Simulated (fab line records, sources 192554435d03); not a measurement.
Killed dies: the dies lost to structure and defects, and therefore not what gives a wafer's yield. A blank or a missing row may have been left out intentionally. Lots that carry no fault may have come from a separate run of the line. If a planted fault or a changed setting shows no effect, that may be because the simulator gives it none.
One fault seen from 2 desks -- flow n5Finfet -- what lay behind the numbers comes last; until then each desk has only its own

AT THE METROLOGY DESK
What the gauges read for every lot (on any tool): the sampled wafers with a number, averaged. If a lot's mean is further than 4 standard deviations from the usual mean, the lot is out of limits and carries the mark OUT (the distance appears in the brackets). Readings shown: 7 out of 15 (the first out of limits, and those lying furthest out on some lot).
Columns: A = IOFF_P at N5_BEOL_M4_RC_MEAS_101, usual 0.24 nA/um; B = IOFF_P_85C at N5_BEOL_M4_RC_MEAS_101, usual 4.0 nA/um; C = IOFF_P_LIN at N5_BEOL_M4_RC_MEAS_101, usual 0.107 nA/um; D = IOFF_P_LONG at N5_BEOL_M4_RC_MEAS_101, usual 0.000104 nA/um; E = VT_N_LVT at N5_BEOL_M4_RC_MEAS_101, usual 98 mV; F = VT_P at N5_BEOL_M4_RC_MEAS_101, usual -249 mV; G = VT_P_LONG at N5_BEOL_M4_RC_MEAS_101, usual -275.6 mV
lot,first seen here,A,B,C,D,E,F,G
L578,day 8 02:11,0.24,4.1,0.105,0.000097,98,-250,-278.0
L580,day 8 13:19,0.22,3.6,0.094,0.000084,99,-253,-282.9
L581,day 8 14:33,0.24,4.1,0.115,0.000112,99,-247,-271.0
L582,day 9 03:02,0.22,3.8,0.103,0.000096,98,-251,-278.3
L583,day 9 10:41,0.24,4.2,0.113,0.000105,98,-248,-273.8
L584,day 9 12:52,0.24,4.2,0.110,0.000102,100,-250,-275.9
L585,day 10 00:06,0.27,4.3,0.118,0.000109,100,-246,-274.4
L586,day 10 05:03,0.27,4.4,0.119,0.000109,96,-245,-272.7
L588,day 10 12:13,0.22,3.8,0.097,0.000088,102,-253,-278.5
L592,day 11 08:22,0.58 (+7.5) OUT,8.3 (+6.7) OUT,0.262 (+9.7) OUT,0.000216 (+14) OUT,116 (+5.0) OUT,-230 (+6.1) OUT,-256.6 (+7.0) OUT
L593,day 11 13:32,0.64 (+8.7) OUT,9.1 (+7.8) OUT,0.311 (+13) OUT,0.000297 (+24) OUT,138 (+11) OUT,-216 (+10) OUT,-242.4 (+12) OUT
L594,day 12 02:47,0.38,6.0,0.182 (+4.7) OUT,0.000181 (+9.5) OUT,111,-237,-261.6 (+5.2) OUT
Per this desk, out of limits: L592, L593, L594; the first was L592, day 11 08:22 (IOFF_P at N5_BEOL_M4_RC_MEAS_101). Within limits: L578, L580, L581, L582, L583, L584, L585, L586, L588.

THE TOOL OWNER'S DESK: aldHk-03
The tool's own readings at N5_HKMG_FIN_ALD_74 (deposits La2O3, target thk 0.5 nm, pulse time 6 s, co reactant pulse time 1 s): means of the sampled wafers that have a number, for each lot that ran on this tool. If a lot's mean is further than 4 standard deviations from the usual mean, the lot is out of limits and carries the mark OUT (the distance appears in the brackets).
Columns: A = heaterPowerW at N5_HKMG_FIN_ALD_74, usual 360 W; B = precursorPulseHeightRel at N5_HKMG_FIN_ALD_74, usual 0.999
lot,first seen here,A,B
L580,day 4 19:17,345,1.011
L582,day 5 05:40,359,1.019
L584,day 5 19:25,346,1.014
L585,day 5 23:34,346,1.014
L586,day 6 06:35,351,0.992
L592,day 7 17:16,354,0.998
L593,day 7 22:22,388,1.017
L594,day 8 04:58,357,0.987
This desk's finding: nothing out of limits on any of the 8 lots.

PUT TOGETHER
An alarm was possible from the metrology desk at day 11 08:22, on L592, L593, L594.
The desk of the tool owner found nothing out of limits.
Tool owner's desk: L592, L593, L594 on record, inside its limits.
Every lot named ran N5_HKMG_FIN_ALD_74 on aldHk-03.

WHAT WAS PUT IN BY THE SIMULATOR
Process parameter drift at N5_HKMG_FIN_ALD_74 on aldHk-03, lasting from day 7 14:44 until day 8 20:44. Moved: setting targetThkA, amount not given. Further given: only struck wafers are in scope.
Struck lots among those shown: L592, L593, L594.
Time in hours between the start of the fault and the first out-of-limits reading at each desk: metrology desk, 90.
